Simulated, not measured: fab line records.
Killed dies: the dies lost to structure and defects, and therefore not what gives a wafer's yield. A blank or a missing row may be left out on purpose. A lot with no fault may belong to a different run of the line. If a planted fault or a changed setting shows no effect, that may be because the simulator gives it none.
Chamber matching + flow nand-harc + NHARC_P_M2_STRIP_18 on rie-diel-03 has 4 sister chambers
The step strips in N2/H2. 32 wafers are shown with their chamber, then 12 later ones without.

## WAFERS PAIRED WITH THEIR CHAMBERS
| wafer  | chamber | showerhead-plenum-p-Torr (Torr) | drypump-motor-current-A (A) | rf-fwd-power-W (W) |
|--------|---------|---------------------------------|-----------------------------|--------------------|
| L075.1 | 2       | 1.91                            | 6.2                         | 996                |
| L075.4 | 1       | 2.01                            | 5.6                         | 1002               |
| L075.6 | 1       | 2.01                            | 5.7                         | 997                |
| L076.2 | 0       | 2.05                            | 5.5                         | 997                |
| L076.3 | 1       | 2.01                            | 5.6                         | 1001               |
| L076.6 | 2       | 1.91                            | 6.1                         | 995                |
| L080.2 | 1       | 2.01                            | 5.6                         | 995                |
| L080.3 | 2       | 1.90                            | 6.2                         | 995                |
| L080.5 | 2       | 1.90                            | 6.2                         | 993                |
| L079.3 | 0       | 2.05                            | 5.5                         | 994                |
| L079.4 | 2       | 1.90                            | 6.2                         | 994                |
| L079.6 | 2       | 1.90                            | 6.2                         | 989                |
| L082.1 | 0       | 2.05                            | 5.5                         | 998                |
| L082.2 | 1       | 2.01                            | 5.7                         | 994                |
| L082.4 | 3       | 2.16                            | 6.3                         | 998                |
| L084.3 | 0       | 2.05                            | 5.5                         | 997                |
| L084.4 | 3       | 2.16                            | 6.3                         | 995                |
| L084.6 | 0       | 2.05                            | 5.6                         | 997                |
| L087.1 | 2       | 1.90                            | 6.1                         | 991                |
| L087.3 | 0       | 2.05                            | 5.5                         | 997                |
| L086.1 | 3       | 2.16                            | 6.3                         | 996                |
| L086.2 | 1       | 2.01                            | 5.6                         | 997                |
| L086.4 | 0       | 2.05                            | 5.5                         | 995                |
| L090.1 | 1       | 2.01                            | 5.6                         | 997                |
| L090.2 | 2       | 1.90                            | 6.2                         | 993                |
| L090.6 | 0       | 2.05                            | 5.5                         | 1001               |
| L091.2 | 2       | 1.90                            | 6.2                         | 993                |
| L091.3 | 3       | 2.16                            | 6.3                         | 998                |
| L091.6 | 1       | 2.01                            | 5.6                         | 1002               |
| L094.1 | 0       | 2.05                            | 5.5                         | 1001               |
| L094.2 | 1       | 2.01                            | 5.7                         | 1002               |
| L094.4 | 2       | 1.90                            | 6.2                         | 993                |

SIGNATURES (averages over the wafers above)
| reading                  | chamber 0 | chamber 1 | chamber 2 | chamber 3 | scatter within a chamber |
|--------------------------|-----------|-----------|-----------|-----------|--------------------------|
| showerhead-plenum-p-Torr | 2.0500    | 2.0100    | 1.9020    | 2.1600    | 0.00239                  |
| drypump-motor-current-A  | 5.511     | 5.633     | 6.180     | 6.300     | 0.04                     |
| rf-fwd-power-W           | 997.44    | 998.56    | 993.20    | 996.75    | 2.47                     |
Rule: for each reading, subtract the chamber's mean from the wafer's reading, divide by that reading's scatter and square the result; add these up over the readings and take the root, which gives the wafer's distance from the chamber. If the next closest chamber is less than 2 further off than the closest, the wafer can't be placed; otherwise it belongs to the closest. The scatter: take each reading less its chamber's mean, square it, sum over the shown wafers, divide by the number of wafers less the number of chambers, and take the root.

## WAFERS WITH NO CHAMBER GIVEN
| wafer  | showerhead-plenum-p-Torr (Torr) | drypump-motor-current-A (A) | rf-fwd-power-W (W) |
|--------|---------------------------------|-----------------------------|--------------------|
| L093.2 | 2.16                            | 6.3                         | 1001               |
| L093.5 | 2.01                            | 5.6                         | 995                |
| L093.6 | 2.05                            | 5.5                         | 1002               |
| L095.2 | 2.16                            | 6.3                         | 994                |
| L095.3 | 1.90                            | 6.2                         | 1000               |
| L095.4 | 2.01                            | 5.6                         | 992                |
| L096.1 | 2.01                            | 5.6                         | 996                |
| L096.3 | 2.16                            | 6.3                         | 996                |
| L096.4 | 2.05                            | 5.5                         | 996                |
| L097.4 | 1.90                            | 6.2                         | 993                |
| L097.5 | 2.16                            | 6.3                         | 993                |
| L097.6 | 2.05                            | 5.5                         | 997                |

## THE CHAMBER EACH PASSED THROUGH
| wafer  | from the rows above | in truth |
|--------|---------------------|----------|
| L093.2 | 3                   | 3        |
| L093.5 | 1                   | 1        |
| L093.6 | 0                   | 0        |
| L095.2 | 3                   | 3        |
| L095.3 | 2                   | 2        |
| L095.4 | 1                   | 1        |
| L096.1 | 1                   | 1        |
| L096.3 | 3                   | 3        |
| L096.4 | 0                   | 0        |
| L097.4 | 2                   | 2        |
| L097.5 | 3                   | 3        |
| L097.6 | 0                   | 0        |
12 of 12 placed correctly. From these rows, 0 cannot be placed. 0 placed wrongly.
